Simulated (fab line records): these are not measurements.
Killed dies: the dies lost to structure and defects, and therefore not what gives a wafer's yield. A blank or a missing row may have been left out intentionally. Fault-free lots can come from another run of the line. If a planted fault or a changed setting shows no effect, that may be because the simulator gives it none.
Comparing a struck lot with a sound one | flow nand harc | 25 steps out of a route of 1302
Sound: wafers L389.1, L389.3, L389.6. The struck wafers were L399.1, L399.2, L399.6. The cause comes at the end.
Each step with rows lists, per side, the tool, then ch with its chambers, then its first start. Under that, the readings that differ: sound wafers | struck wafers | difference of the means | sigmas: that difference in standard deviations of wafers without a fault.
alike: readings whose means differ by less than 2 such deviations, and words and numbers that are the same on both sides. not compared: withheld readings, readings that some wafer has no value for, bounds like >300 that may hide the same value, and numbers for which the record gives no deviation and whose values overlap.
A row with sigmas, a row that says differs or no value, or rows on one side alone: a step with any of these is where the two part. Non-overlapping numbers with no deviation appear without sigmas and do not part them. Lack of a reading on every wafer of one side parts them only where that side has two or more wafers.

first, 1 step without rows for these wafers: NHARC_P_CONTACT_DEP_30 (deposits SiNx, target thk 30 nm).
NHARC_P_CONTACT_DEP_00: deposits SiO2, target thk 500 nm.
  sound on pecvd-01 ch 1,2; struck on pecvd-02 ch 1,2
  alike: heater power outer w, heater power w, throttle valve pct
NHARC_P_CONTACT_CMP_01: polishes SiO2, target thk 200 nm.
  sound on cmp-01 ch 0,1, day 6 00:44; struck on cmp-01 ch 0,3, day 10 07:19
  alike: motor current A
then, 8 steps without rows for these wafers: NHARC_P_CONTACT_SRD_03; NHARC_P_CONTACT_DEHYDRATE_04 (time 120 s); NHARC_P_CONTACT_HMDS_05 (time 30 s); NHARC_P_CONTACT_COAT_33 (time 75 s); NHARC_P_CONTACT_COAT_34 (time 65 s); NHARC_P_CONTACT_COAT_06 (resist thk 90 nm); NHARC_P_CONTACT_SOFTBAKE_07 (time 55 s); NHARC_P_CONTACT_EBR_08.
NHARC_P_CONTACT_EXPOSE_09: exposes mask P CA, target cd 90 nm.
  sound on arfi scanner-02 ch 0, day 6 01:18; struck on arfi scanner-02 ch 0, day 10 08:01
  reading | sound                | struck                        | difference | sigmas
  mask    | P_CA#0 P_CA#0 P_CA#0 | P_CA_R1#0 P_CA_R1#0 P_CA_R1#0 | differs    |
then, 2 steps without rows for these wafers: NHARC_P_CONTACT_PEB_10 (peb time 65 s); NHARC_P_CONTACT_DEVELOP_11 (develop time 35 s).
NHARC_P_CONTACT_CD_MEAS_12 targets a cd of 90 nm.
  sound on cd sem-01 ch 0, day 6 01:26; struck on cd sem-03 ch 0, day 10 08:10
  reading    | sound          | struck         | difference | sigmas
  cd nm (nm) | 90.7 90.4 90.5 | 86.4 86.0 85.9 | -4.4       | -7
NHARC_P_CONTACT_OVL_MEAS_13:
  sound: overlay-02 at day 6 01:32; struck: overlay-01 at day 10 08:14
  alike: overlay x nm, overlay y nm
NHARC_P_CONTACT_INSPECT_14:
  sound: defect inspect-01 at day 6 01:34; struck: defect inspect-01 at day 10 08:17
  alike: raw defect count
NHARC_P_CONTACT_DESCUM_17: chemistry O2, time 3 s.
  sound on rie diel-08 ch 0,1, day 6 01:38; struck on rie diel-11 ch 1,2,3, day 10 08:20
  reading                    | sound             | struck            | difference | sigmas
  model.P_CONTACT.cd nm (nm) | 90.48 90.23 90.32 | 86.54 85.72 85.77 | -4.33      |
  alike: drypump motor current A, oes product au, rf vpp V, showerhead plenum p Torr, throttle valve pct
  not compared: rf hours counter h
then, 1 step without rows for these wafers: NHARC_P_CONTACT_ETCH_35 (etches the open film in CF4, target depth 39 nm, time 65 s).
NHARC_P_CONTACT_ETCH_36: etches the open film in N2/H2, target depth 260 nm, time 406.25 s.
  sound on rie diel-08 ch 0,2,3; struck on rie diel-11 ch 0,3
  alike: drypump motor current A, oes product au, rf vpp V, showerhead plenum p Torr, throttle valve pct
  not compared: rf hours counter h
NHARC_P_CONTACT_ETCH_18: etches the open film in C4F8/O2/Ar, target depth 481 nm, time 240.5 s.
  sound on rie diel-08 ch 0,2; struck on rie diel-11 ch 0,2
  alike: oes product au, rf vpp V
  not compared: rf hours counter h
then, 1 step without rows for these wafers: NHARC_P_CONTACT_STRIP_37 (strips in C4F8/O2/Ar).
NHARC_P_CONTACT_ETCH_31: etches the open film in CH3F/O2, target depth 30 nm, time 85.7 s.
  sound on rie diel-08 ch 1,3; struck on rie diel-11 ch 0,2,3
  reading                    | sound           | struck            | difference | sigmas
  model.P_CONTACT.cd nm (nm) | 89.95 91.3 90.1 | 85.35 84.62 84.22 | -5.72      |
  alike: drypump motor current A, oes product au, rf vpp V, showerhead plenum p Torr, throttle valve pct
  not compared: rf hours counter h
NHARC_P_CONTACT_CD_MEAS_19:
  sound: cd sem-02 at day 6 02:29; struck: cd sem-03 at day 10 09:14
  reading    | sound          | struck         | difference | sigmas
  cd nm (nm) | 90.0 91.2 90.5 | 85.3 84.4 83.8 | -6.1       | -6
NHARC_P_CONTACT_STRIP_28: strips in O2.
  sound on rie diel-11 ch 1,2,3, day 6 02:34; struck on rie diel-11 ch 0,2, day 10 09:19
  alike: drypump motor current A, oes product au, rf vpp V, showerhead plenum p Torr, throttle valve pct
  not compared: rf hours counter h

## WHERE THEY PART
At NHARC_P_CONTACT_EXPOSE_09 first; at NHARC_P_CONTACT_CD_MEAS_19 last (within this record only). Later steps at which nothing parts them and some readings are alike: NHARC_P_CONTACT_STRIP_28.

WHY: what the simulator had put in
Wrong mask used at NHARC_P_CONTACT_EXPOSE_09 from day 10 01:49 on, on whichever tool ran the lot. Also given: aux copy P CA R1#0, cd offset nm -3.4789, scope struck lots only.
